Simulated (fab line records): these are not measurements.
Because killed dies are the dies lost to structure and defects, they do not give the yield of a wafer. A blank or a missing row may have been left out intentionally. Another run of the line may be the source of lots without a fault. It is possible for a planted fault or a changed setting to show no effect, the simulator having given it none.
fab line records    flow n5-finfet    part 2 of 2: steps 24 to 28 of 28
record: lots: 5  wafers: 15  last-day: 17
route steps=1938 shown HKMG_FIN@464 GATE_CUT@465
lots untouched by any fault: they come from a run of this same line in which no faults occurred
start-h: hours from the record's first day to the start of the lot's first wafer shown    wait-h: hours since the lot's step before    " the same as in the row above    L1.1+2: a row that stands for several wafers    - no value, or no start given    * or withheld: withheld    < > ~ a bound
route shown NAME@n: NAME is a module with steps in the file, n the number in the route of the first one    usual: mean and standard deviation over wafers with no fault    same: alike in all rows    chamber/n: place in a boat    sites: the reading at each site    _std_site: how widely they spread, as a standard deviation    _edge_site: mean of outer sites minus mean of inner sites    radius-mm: for every site, how far away it sits from the centre of the wafer    mask NAME#n: copy n    behind: the tool/chamber that last shaped the wafer    hold: why the lot was held/for how many hours/how that ended    device: the n, p or np transistor that did not switch    end of line: the tests these same wafers got at the end of their route    a step given without rows: its recipe and nothing more    killed: not the wafer's yield, but the dies lost to structure and defects at the first sort    map: a wafer's dies, marking killed ones x, the rest . and places with no die _
set.NAME: the setting that was run; set.NAME@STEP: the one run at that earlier step    model.NAME: the simulator's own value behind a step, which no gauge read
a table for each step, a row for each wafer; lots at some steps of the route
services: when a tool's chamber went out of use (start-h, in hours from the record's first day, below 0 if earlier), for how many hours, and the reason
== steps ==
step: N5_GATE_CUT_OVL_MEAS_14
recipe: points-per-wafer: 522
usual: GATE_CUT_OVL: -0.1/0.7
lot.wafer  tool        chamber  start-h  wait-h  GATE_CUT_OVL[nm]
L074.1     overlay-02  0        96.74    0.0     0.2
L074.2     "           0        "        "       0.5
L074.4     "           0        "        "       0.2
L076.1     overlay-02  0        97.75    0.0     -0.4
L076.2     "           0        "        "       -0.4
L076.3     "           0        "        "       -1.6
L086.2     overlay-01  0        161.99   0.0     0.0
L086.3     "           0        "        "       0.1
L086.4     "           0        "        "       -0.4
L088.2     overlay-02  0        171.08   0.0     -0.4
L088.3     "           0        "        "       1.2
L088.4     "           0        "        "       0.3
L094.2     overlay-02  0        206.19   0.0     0.9
L094.3     "           0        "        "       -0.7
L094.4     "           0        "        "       0.0
step: N5_GATE_CUT_INSPECT_15
recipe: mode: adi  inspect-instrument: brightfield
usual: raw-defect-count: 142/44
lot.wafer  tool               chamber  start-h  wait-h  raw-defect-count
L074.1     defect-inspect-01  -        96.80    0.1     149
L074.2     "                  -        "        "       198
L074.4     "                  -        "        "       145
L076.1     defect-inspect-01  -        97.81    0.1     172
L076.2     "                  -        "        "       113
L076.3     "                  -        "        "       227
L086.2     defect-inspect-01  -        162.04   0.0     124
L086.3     "                  -        "        "       110
L086.4     "                  -        "        "       83
L088.2     defect-inspect-01  -        171.14   0.0     198
L088.3     "                  -        "        "       133
L088.4     "                  -        "        "       223
L094.2     defect-inspect-01  -        206.24   0.0     148
L094.3     "                  -        "        "       123
L094.4     "                  -        "        "       186
step: N5_GATE_CUT_DESCUM_18
recipe: chemistry: O2  time-s: 7  source-power-w: 50  bias-power-w: 20  pressure-mtorr: 20  rf-frequency-hz: 2.712e+07  temp-c: 40  resist: CAR-EUV  o2-flow-sccm: 225
usual: drypump-motor-current-A: 5.6/0.44  oes-product-au: 0.81/0.1  rf-fwd-power-W: 49.37/0.26  rf-vpp-V: 243.1/1.6  showerhead-plenum-p-Torr: 2.09/0.084  throttle-valve-pct: 20.52/0.17
lot.wafer  tool         chamber  start-h  wait-h  drypump-motor-current-A  oes-product-au  rf-fwd-power-W  rf-hours-counter-h  rf-vpp-V  showerhead-plenum-p-Torr  throttle-valve-pct
L074.1     rie-diel-02  2        96.83    0.0     5.8                      0.91            49.35           14                  244.5     2.23                      20.30
L074.2     "            0        "        "       5.8                      0.73            49.12           167                 242.5     2.10                      20.69
L074.4     "            3        "        "       5.7                      1.00            49.49           2                   242.3     2.05                      20.39
L076.1     rie-diel-04  3        98.37    0.6     6.2                      0.83            49.19           95                  243.2     2.04                      20.79
L076.2     "            2        "        "       6.2                      0.91            48.64           12                  245.6     2.21                      20.49
L076.3     "            1        "        "       5.2                      0.73            49.74           198                 241.9     2.06                      20.38
L086.2     rie-diel-02  0        162.07   0.0     5.7                      0.72            49.15           183                 243.3     2.09                      20.71
L086.3     "            1        "        "       5.1                      0.97            49.51           5                   242.4     2.05                      20.39
L086.4     "            2        "        "       5.8                      0.88            49.77           27                  246.2     2.22                      20.34
L088.2     rie-diel-02  2        171.41   0.3     5.8                      0.87            49.76           29                  245.9     2.22                      20.32
L088.3     "            3        "        "       5.7                      0.94            49.52           19                  241.7     2.05                      20.42
L088.4     "            1        "        "       5.1                      0.95            49.43           7                   243.1     2.04                      20.42
L094.2     rie-diel-05  2        206.28   0.0     5.5                      0.81            49.24           95                  241.0     2.02                      20.52
L094.3     "            1        "        "       6.3                      0.71            49.59           203                 243.4     2.08                      20.78
L094.4     "            0        "        "       5.4                      0.70            49.33           231                 241.0     1.97                      20.48
step: N5_GATE_CUT_ETCH_28
recipe: chemistry: N2/H2  target: underlayer  target-depth-a: 130  mask-material: CAR-EUV  time-s: 10.4  ion-energy-ev: 200  pressure-mtorr: 30  source-w: 840  bias-w: 150  n2-flow-sccm: 200  h2-flow-sccm: 200  ends: cleared
usual: drypump-motor-current-A: 5.6/0.44  etch-rf-on-time-s: 10.36/0.27  oes-product-au: 0.69/0.09  rf-fwd-power-W: 819.2/2.5  rf-vpp-V: 523.7/2.8  showerhead-plenum-p-Torr: 2.54/0.1  throttle-valve-pct: 18.01/0.18
lot.wafer  tool         chamber  start-h  wait-h  drypump-motor-current-A  etch-rf-on-time-s  oes-product-au  rf-fwd-power-W  rf-hours-counter-h  rf-vpp-V  showerhead-plenum-p-Torr  throttle-valve-pct
L074.1     rie-diel-02  2        96.87    0.0     5.9                      10.32              0.79            818.9           14                  528.9     2.71                      17.82
L074.2     "            0        "        "       5.8                      10.38              0.63            823.5           167                 523.6     2.54                      18.06
L074.4     "            3        "        "       5.7                      9.91               0.86            824.1           2                   522.7     2.52                      18.01
L076.1     rie-diel-04  3        98.40    0.0     6.2                      10.32              0.70            820.1           95                  523.0     2.48                      18.24
L076.2     "            2        "        "       6.1                      10.28              0.79            820.8           12                  529.0     2.71                      18.02
L076.3     "            1        "        "       5.2                      10.57              0.62            821.2           198                 522.0     2.52                      17.82
L086.2     rie-diel-02  0        162.11   0.0     5.7                      10.41              0.62            821.1           183                 523.1     2.54                      18.10
L086.3     "            1        "        "       5.1                      10.11              0.83            822.7           5                   523.8     2.49                      17.90
L086.4     "            2        "        "       5.8                      10.44              0.76            816.8           27                  528.7     2.71                      17.84
L088.2     rie-diel-02  2        171.44   0.0     5.8                      10.29              0.76            820.9           29                  528.1     2.71                      17.83
L088.3     "            3        "        "       5.7                      9.82               0.81            820.0           19                  522.1     2.51                      18.02
L088.4     "            1        "        "       5.1                      9.97               0.83            817.8           7                   522.3     2.49                      17.90
L094.2     rie-diel-05  2        206.31   0.0     5.6                      10.34              0.68            817.3           95                  521.0     2.46                      17.91
L094.3     "            1        "        "       6.3                      10.93              0.58            818.0           203                 524.0     2.54                      18.29
L094.4     "            0        "        "       5.4                      10.29              0.59            814.0           231                 520.1     2.42                      18.23
step: N5_GATE_CUT_ETCH_36
recipe: chemistry: CF4  target: SiARC  target-depth-a: 130  mask-material: CAR-EUV  time-s: 21.7  ion-energy-ev: 80  pressure-mtorr: 40  source-w: 545  bias-w: 36  Ar_flow_sccm: 100  cf4-flow-sccm: 100  ends: cleared
usual: drypump-motor-current-A: 5.6/0.45  etch-rf-on-time-s: 21.6/0.52  oes-product-au: 0.69/0.09  rf-fwd-power-W: 531.8/1.6  rf-vpp-V: 184.0/1.3  showerhead-plenum-p-Torr: 2.14/0.084  throttle-valve-pct: 15.69/0.17
lot.wafer  tool         chamber  start-h  wait-h  drypump-motor-current-A  etch-rf-on-time-s  oes-product-au  rf-fwd-power-W  rf-hours-counter-h  rf-vpp-V  showerhead-plenum-p-Torr  throttle-valve-pct
L074.1     rie-diel-02  2        96.89    0.0     5.8                      21.4               0.79            532.1           14                  186.5     2.27                      15.44
L074.2     "            0        "        "       5.7                      21.9               0.63            530.4           167                 183.2     2.13                      15.81
L074.4     "            3        "        "       5.7                      20.6               0.87            533.0           2                   183.0     2.10                      15.47
L076.1     rie-diel-04  3        98.42    0.0     6.2                      21.3               0.70            529.0           95                  183.1     2.07                      15.75
L076.2     "            2        "        "       6.2                      21.3               0.79            529.9           12                  185.9     2.28                      15.76
L076.3     "            1        "        "       5.2                      22.0               0.61            533.4           198                 181.7     2.12                      15.69
L086.2     rie-diel-02  0        162.13   0.0     5.7                      21.4               0.63            532.5           183                 183.7     2.13                      15.85
L086.3     "            1        "        "       5.1                      20.9               0.83            532.4           5                   182.5     2.12                      15.66
L086.4     "            2        "        "       5.8                      21.5               0.76            535.0           27                  185.5     2.26                      15.44
L088.2     rie-diel-02  2        171.46   0.0     5.9                      21.5               0.75            532.9           29                  185.7     2.26                      15.44
L088.3     "            3        "        "       5.7                      20.7               0.81            532.4           19                  183.1     2.10                      15.49
L088.4     "            1        "        "       5.1                      21.1               0.82            529.1           7                   184.8     2.12                      15.67
L094.2     rie-diel-05  2        206.33   0.0     5.5                      21.7               0.69            531.2           95                  183.5     2.08                      15.67
L094.3     "            1        "        "       6.3                      23.0               0.58            532.3           203                 183.3     2.12                      15.87
L094.4     "            0        "        "       5.4                      21.9               0.59            533.8           231                 183.0     2.02                      15.78
== services ==
tool            chamber  start-h  hours  kind
rie-metal-02    1        73.77    1.5    repair
euv-scanner-02  -        79.63    1.0    pm
rie-diel-04     1        80.68    3.3    repair
rie-metal-03    -        86.82    1.4    pm
rie-metal-01    0        94.61    7.9    repair
pecvd-02        -        104.86   0.8    repair
ald-sin-03      2        108.13   17.3   repair
rie-diel-02     -        110.04   15.6   pm
ald-sin-03      1        117.65   21.3   repair
euv-scanner-02  -        123.72   1.0    pm
pecvd-03        1        132.31   3.7    repair
rie-diel-04     3        138.80   6.5    repair
rie-diel-02     2        146.85   7.3    repair
ald-sin-02      0        148.67   4.0    repair
pecvd-02        -        149.95   0.2    repair
pecvd-03        2        154.16   5.0    repair
cmp-04          -        154.17   0.5    repair
pecvd-02        -        163.60   0.6    repair
rie-metal-03    0        169.63   1.4    repair
rie-diel-02     -        174.45   5.9    repair
pecvd-02        -        181.91   2.8    pm
euv-scanner-02  -        186.36   0.5    repair
euv-scanner-02  -        193.91   1.0    pm
rie-metal-02    -        196.79   10.0   pm
